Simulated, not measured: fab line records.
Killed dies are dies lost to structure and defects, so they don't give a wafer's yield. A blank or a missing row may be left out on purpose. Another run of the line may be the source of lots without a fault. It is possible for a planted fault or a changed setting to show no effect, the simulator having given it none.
Chamber matching ; flow n5-finfet ; N5_SD_EPI_P_ETCH_36 on rie-diel-05: 4 sister chambers
The step etches SiARC in CF4, target depth 45.5 nm, time 75.8 s. 18 wafers are shown with their chamber, then 9 later ones without.

WAFERS, EACH WITH ITS CHAMBER
wafer;chamber;drypump-motor-current-A (A);throttle-valve-pct (%);showerhead-plenum-p-Torr (Torr)
L078.1;2;5.9;15.38;2.14
L078.4;0;5.3;15.51;2.14
L078.5;3;6.3;16.01;2.03
L080.1;1;5.1;15.37;2.20
L080.4;0;5.3;15.52;2.14
L080.5;3;6.3;16.01;2.03
L082.1;0;5.3;15.53;2.14
L082.4;2;5.9;15.38;2.14
L082.5;0;5.3;15.53;2.14
L087.3;2;5.9;15.38;2.14
L087.4;2;5.9;15.37;2.14
L087.5;0;5.3;15.56;2.14
L090.1;0;5.3;15.57;2.13
L090.2;2;5.8;15.41;2.13
L090.6;2;5.9;15.39;2.13
L091.1;2;5.8;15.41;2.13
L091.4;2;5.9;15.42;2.13
L091.5;1;5.1;15.40;2.19

SIGNATURES (averages over the wafers above)
reading;chamber 0;chamber 1;chamber 2;chamber 3;scatter within a chamber
drypump-motor-current-A;5.300;5.100;5.875;6.300;0.0327
throttle-valve-pct;15.5367;15.3850;15.3925;16.0100;0.0199
showerhead-plenum-p-Torr;2.1383;2.1950;2.1350;2.0300;0.00488
Rule: for each reading, subtract the chamber's mean from the wafer's reading, divide by that reading's scatter and square the result; add these up over the readings and take the root, which gives the wafer's distance from the chamber. If the next closest chamber is less than 2 further off than the closest, the wafer can't be placed; otherwise it belongs to the closest. The scatter is the square root of a quotient: the sum, over the shown wafers, of each reading's squared deviation from its chamber's mean, divided by wafers minus chambers.

WAFERS WITH NO CHAMBER GIVEN
wafer;drypump-motor-current-A (A);throttle-valve-pct (%);showerhead-plenum-p-Torr (Torr)
L092.2;5.3;15.58;2.13
L092.4;5.1;15.43;2.19
L092.6;5.3;15.56;2.13
L094.1;5.3;15.59;2.13
L094.2;5.9;15.43;2.13
L094.4;5.1;15.44;2.19
L096.1;6.3;15.55;2.27
L096.3;5.9;15.44;2.13
L096.5;5.9;15.43;2.13

EACH ONE'S CHAMBER
wafer;from the rows above;in truth
L092.2;0;0
L092.4;1;1
L092.6;0;0
L094.1;0;0
L094.2;2;2
L094.4;1;1
L096.1;2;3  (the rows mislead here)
L096.3;2;2
L096.5;2;2
Placed correctly: 8 of 9. Can't be placed from these rows: 0. Wrongly placed: 1.
